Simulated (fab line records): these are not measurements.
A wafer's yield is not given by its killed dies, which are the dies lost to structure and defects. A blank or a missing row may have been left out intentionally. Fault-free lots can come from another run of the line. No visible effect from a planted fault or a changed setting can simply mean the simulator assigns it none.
Matching of chambers | flow n5_finfet | rie_si-05 running N5_DUMMY_GATE_ETCH_32: 4 sister chambers
The step etches SiO2 in CF4, target depth 3.5 nm, time 3.9 s. 7 wafers are shown with their chamber, then 7 later ones without.

== EACH WAFER AND ITS CHAMBER ==
wafer  | chamber | throttle_valve_pct (%) | drypump_motor_current_A (A)
L078.1 | 0       | 21.45                  | 5.8
L080.1 | 0       | 21.45                  | 5.8
L080.6 | 3       | 21.76                  | 5.7
L081.3 | 1       | 21.49                  | 5.9
L081.5 | 2       | 22.31                  | 6.4
L082.1 | 1       | 21.49                  | 5.8
L082.4 | 2       | 22.33                  | 6.4

== WAFERS WHOSE CHAMBER IS MISSING ==
wafer  | throttle_valve_pct (%) | drypump_motor_current_A (A)
L082.6 | 21.46                  | 5.8
L083.1 | 22.33                  | 6.4
L083.2 | 21.42                  | 5.9
L083.5 | 21.72                  | 5.7
L089.4 | 21.44                  | 5.8
L089.5 | 21.75                  | 5.7
L089.6 | 21.46                  | 5.8

== WHICH CHAMBER EACH WENT THROUGH ==
wafer  | from the rows above | in truth
L082.6 | 0                   | 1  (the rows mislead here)
L083.1 | 2                   | 2
L083.2 | 0                   | 0
L083.5 | 3                   | 3
L089.4 | 0                   | 0
L089.5 | 3                   | 3
L089.6 | 0                   | 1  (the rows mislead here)
5 of 7 placed correctly. Can't be placed from these rows: 0. 2 placed wrongly.
How it was worked out, from the rows above alone: a wafer's distance from a chamber is the root of the sum, over the readings, of the square of ((its reading less the chamber's mean) divided by the reading's scatter). The wafer belongs to the nearest chamber; if the next one is less than 2 further off, it can't be placed. For every chamber, the mean is computed from those of its wafers that are shown. The scatter: the root of (the sum of the squares of (reading less its chamber's mean) over the shown wafers, divided by (wafers less chambers)).
